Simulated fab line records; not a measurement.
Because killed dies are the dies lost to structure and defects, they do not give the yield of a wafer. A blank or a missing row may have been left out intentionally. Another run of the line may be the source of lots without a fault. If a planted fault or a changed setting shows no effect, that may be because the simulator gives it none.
A struck lot beside a sound one / flow nand-harc / 33 out of 1302 route steps
Sound: wafers L414.2, L414.4, L414.5. Wafers struck: L427.2, L427.5, L427.6. The cause comes at the end.
Each step with rows lists, per side, the tool, then ch with its chambers, then its first start. Under that, the readings that differ: sound wafers / struck wafers / difference of the means / sigmas: that difference in standard deviations of wafers without a fault.
alike: readings whose means differ by less than 2 such deviations, and words and numbers that are the same on both sides. not compared: withheld readings, readings that some wafer has no value for, bounds like >300 that may hide the same value, and numbers for which the record gives no deviation and whose values overlap.
The two part at a step that has a row with sigmas, a row that says differs or no value, or rows on one side only. When numbers do not overlap yet have no deviation, they are printed without sigmas and do not part them. A reading missing from all wafers of one side parts the sides only when that side holds two or more wafers.

first, 3 steps without rows for these wafers: NHARC_A_CHANNEL_HOLE_D1_EXPOSE_07 (exposes mask HOLE D1, target cd 100 nm); NHARC_A_CHANNEL_HOLE_D1_PEB_08 (peb time 65 s); NHARC_A_CHANNEL_HOLE_D1_DEVELOP_09 (develop time 35 s).
NHARC_A_CHANNEL_HOLE_D1_CD_MEAS_10: the cd target is 100 nm.
  sound on cd-sem-01 ch 0, day 8 19:41; struck on cd-sem-02 ch 0, day 14 12:01
  alike: cd-nm
NHARC_A_CHANNEL_HOLE_D1_OVL_MEAS_11:
  sound on overlay-02 at day 8 19:47; struck on overlay-01 at day 14 12:05
  alike: overlay-x-nm, overlay-y-nm
NHARC_A_CHANNEL_HOLE_D1_INSPECT_12:
  sound on defect-inspect-02 at day 8 19:49; struck on defect-inspect-01 at day 14 12:08
  alike: raw-defect-count
then, 1 step without rows for these wafers: NHARC_A_CHANNEL_HOLE_D1_DESCUM_15 (chemistry O2, time 3 s).
NHARC_A_CHANNEL_HOLE_D1_ETCH_38: etches the open film in CF4, target depth 39 nm, time 65 s.
  sound on rie-diel-12 ch 0,3, day 8 19:58; struck on rie-diel-05 ch 0,3, day 14 12:17
reading=drypump-motor-current-A (A); sound=6.1 6.5 6.5; struck=5.3 5.3 5.3; difference=-1.1; sigmas=-2
  alike: bias-w, oes-product-au, rf-vpp-V, showerhead-plenum-p-Torr, throttle-valve-pct
  not compared: rf-hours-counter-h
then, 2 steps without rows for these wafers: NHARC_A_CHANNEL_HOLE_D1_ETCH_39 (etches the open film in N2/H2, target depth 260 nm, time 325 s); NHARC_A_CHANNEL_HOLE_D1_ETCH_34 (etches the open film in CF4/CHF3, target depth 154 nm, time 77 s).
NHARC_A_CHANNEL_HOLE_D1_ETCH_16: etches the open film in O2/COS, target depth 3100 nm, time 806 s.
  sound on rie-diel-12 ch 0,1; struck on rie-diel-05 ch 0,1,2
  alike: bias-w, drypump-motor-current-A, oes-product-au, rf-vpp-V, showerhead-plenum-p-Torr, throttle-valve-pct
  not compared: rf-hours-counter-h
NHARC_A_CHANNEL_HOLE_D1_CD_MEAS_18:
  sound on cd-sem-03 at day 8 20:59; struck on cd-sem-01 at day 14 13:18
  alike: cd-nm
NHARC_A_CHANNEL_HOLE_D1_ETCH_19: etches the open film in C4F8/O2/Ar, time 34.5 s.
  sound on har-etch-02 ch 0,1, day 8 21:04; struck on har-etch-02 ch 1, day 14 13:48
  alike: drypump-motor-current-A, showerhead-plenum-p-Torr, throttle-valve-pct
  not compared: rf-hours-counter-h
then, 3 steps without rows for these wafers: NHARC_A_CHANNEL_HOLE_D1_ETCH_20 (etches the open film in C4F8/O2/Ar, time 361.9 s, target depth 1600 nm); NHARC_A_CHANNEL_HOLE_D1_ETCH_21 (etches the open film in C4F8/O2/Ar, time 514.3 s, target depth 1600 nm); NHARC_A_CHANNEL_HOLE_D1_ETCH_22 (etches the open film in C4F8/O2/Ar, time 666.7 s, target depth 1600 nm).
NHARC_A_CHANNEL_HOLE_D1_ETCH_23: etches the open film in C4F8/O2/Ar, time 819 s, target depth 1600 nm.
  sound on har-etch-02 ch 0,1, day 8 22:35; struck on har-etch-02 ch 1, day 14 16:51
  alike: drypump-motor-current-A, showerhead-plenum-p-Torr, throttle-valve-pct
  not compared: rf-hours-counter-h
then, 7 steps without rows for these wafers: NHARC_A_CHANNEL_HOLE_D1_ETCH_24 (etches the open film in C4F8/O2/Ar, time 906.2 s, target depth 1500 nm); NHARC_A_CHANNEL_HOLE_D1_ETCH_25 (etches the open film in C4F8/O2/Ar, time 1040.2 s, target depth 1500 nm); NHARC_A_CHANNEL_HOLE_D1_ETCH_26 (etches the open film in C4F8/O2/Ar, time 224.1 s, target depth 300 nm); NHARC_A_CHANNEL_HOLE_D1_ETCH_33 (etches the open film in C4F8/O2/Ar, time 90 s, target depth 400 nm); NHARC_A_CHANNEL_HOLE_D1_STRIP_41 (strips in N2/H2); NHARC_A_CHANNEL_HOLE_D1_STRIP_42 (strips in CF4/CHF3); NHARC_A_CHANNEL_HOLE_D1_STRIP_43 (strips in O2/COS).
NHARC_A_CHANNEL_HOLE_D1_ETCH_44: etches the open film in CF4/O2, target depth 140 nm, overetch 14 nm, time 77 s.
  sound on rie-diel-12 ch 0,2,3, day 9 01:47; struck on rie-diel-12 ch 1,2, day 14 22:37
  alike: bias-w, drypump-motor-current-A, oes-product-au, rf-vpp-V, showerhead-plenum-p-Torr, throttle-valve-pct
  not compared: rf-hours-counter-h
then, 3 steps without rows for these wafers: NHARC_A_CHANNEL_HOLE_D1_STRIP_27 (strips in O2); NHARC_A_CHANNEL_HOLE_D1_PRECLEAN_28 (cleans in SC1); NHARC_A_CHANNEL_HOLE_D1_SRD_29.
NHARC_A_CHANNEL_HOLE_D1_CD_MEAS_30:
  sound on cd-sem-01 at day 9 02:35; struck on cd-sem-01 at day 14 23:25
  alike: cd-nm
NHARC_A_CHANNEL_HOLE_D1_XSEM_31:
  sound on xsem-01 ch 0, day 9 02:40; struck on xsem-01 ch 0, day 14 23:30
  alike: bot-cd-nm, bow-nm, tilt-deg
NHARC_A_CHANNEL_HOLE_D1_INSPECT_40:
  sound on defect-inspect-02 at day 9 02:46; struck on defect-inspect-01 at day 14 23:35
reading=raw-defect-count; sound=82 92 81; struck=1182 1161 1276; difference=+1121; sigmas=+43
then, 1 step without rows for these wafers: NHARC_A_CHANNEL_FILL_D1_PRECLEAN_00 (cleans in SC1).
-- the record jumps here: 16 days lie between the struck wafers' starts before and after (it left off in module A_CHANNEL_FILL_D1 and takes up again in module END, whose first step shown is number 1302 of the route) --
NHARC_END_SORT_01:
  at this point the record logs the struck wafers (prober-01 ch 0, day 30 18:10) and has no rows for the sound ones

== WHERE THEY PART ==
Last at NHARC_END_SORT_01 as far as this record goes, first at NHARC_A_CHANNEL_HOLE_D1_ETCH_38.

WHY: whatever the simulator had introduced
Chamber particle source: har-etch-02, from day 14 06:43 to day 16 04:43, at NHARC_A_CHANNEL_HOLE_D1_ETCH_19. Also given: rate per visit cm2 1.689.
